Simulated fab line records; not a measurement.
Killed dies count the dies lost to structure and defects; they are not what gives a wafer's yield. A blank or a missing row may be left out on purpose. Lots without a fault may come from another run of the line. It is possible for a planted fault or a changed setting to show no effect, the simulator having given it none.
Problem report, 8D (eight disciplines) form, completed by code	flow nand harc	the parts of the form that need people (team, actions taken, sign-off) are left out

== 1. WHAT WENT WRONG ==
killed at array at NHARC_END_SORT_01 reads a mean of 675 on 2 wafers of 2 lots; wafers without a fault read 63 with a standard deviation of 27. That is +23 standard deviations from the usual mean.
First seen on wafer L369.5, day 27 23:29, on prober-02. At this step, 15 wafers from 5 lots have a number in the record. The rule behind "out" and "out of limits": a value lying over 4 standard deviations away from the usual mean. Any other wafer with a number is counted as sound.

== 2. WHAT IT IS, AND WHAT IT ISN'T ==
question	is	is not
which readings at this step	killed at array, killed dies	killed at other, killed at periphery, killed open, killed short
which lots	L369, L373	L365, L380, L381
which wafers of those lots	L369.5, L373.5	L369.1, L369.4, L373.2, L373.4
read on which gauges	prober-02	prober-01
when	from day 27 23:29	up to then (5 sound wafers); but 8 sound wafers of L373, L380, L381 came after

== 3. THE SUSPECTS, EACH WITH WHAT RULES IT OUT ==
Counting: if a tool at a process step up to the reading ran every lot that is out, it stays a suspect. Sound lots after the first of them don't rule it out here, since some wafers of a struck lot are sound.
- the gauge at NHARC_END_SORT_01 has been ruled out. All the wafers that are out were read on prober-02, but those of them that NHARC_A_WL_FILL_ETCHBACK_04 has rows for are out there too, on other tools.
- rie diel-10 at NHARC_A_SLIT_STRIP_18 (strips in O2): kept. It ran every lot that is out, first L369 (day 24 01:39). NHARC_A_SLIT_STRIP_18 gives no start for some lots, so the hours and the order of its lots are those of NHARC_A_WL_FILL_ETCHBACK_04.
- rie metal-03 at NHARC_A_WL_FILL_ETCHBACK_04 (etches the open film in NF3, target depth 60 nm, time 120 s): kept. It ran every lot that is out, first L369 (day 24 01:39). Its own run length s readings are out on those wafers.
What counting leaves: rie diel-10 at NHARC_A_SLIT_STRIP_18 and rie metal-03 at NHARC_A_WL_FILL_ETCHBACK_04.

== 4. THE CAUSE (what the simulator had put in) ==
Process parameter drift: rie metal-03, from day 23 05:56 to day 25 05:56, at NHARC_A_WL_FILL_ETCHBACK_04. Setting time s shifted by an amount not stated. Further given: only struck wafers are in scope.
2 suspects survive the count, and this tool is in that group.

== 5. THE CHAIN OF EFFECTS, in route order ==
Each row: a reading whose mean over the struck wafers that have a number lies more than 3 standard deviations from the usual. Readings are gone through only where the record gives a usual standard deviation; hours: the median, over the lots, of the time from a lot's start at the first step in this table giving one to that lot's start at this step; sigmas: the change measured in usual standard deviations.
hours	step	reading	usual	on struck wafers	change	sigmas
0	NHARC_A_WL_FILL_ETCHBACK_04	run length s	141.4 s	93.1	-48.3	-99 or more
96	NHARC_END_SORT_01	killed at array	63	675	+612	+23
96	NHARC_END_SORT_01	killed dies	67	677	+610	+22
It contains these process steps:
- NHARC_A_WL_FILL_ETCHBACK_04: etches the open film in NF3, target depth 60 nm, time 120 s.

== 6. HOW IT WOULD HAVE BEEN CAUGHT EARLIER ==
Counted from the fault's start at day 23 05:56, it took 114 hours until the first out-of-limits reading at a measuring or inspecting step in this record, taken at day 27 23:29.
The tool's own readings at NHARC_A_WL_FILL_ETCHBACK_04 were out on every struck wafer that the step has a row for (run length s): an alarm limit on them would have fired on the first of those.
Lots out: 2; all had begun NHARC_A_WL_FILL_ETCHBACK_04 on rie metal-03 by day 27 23:29. Tool hold at that time: it would have spared none of them.
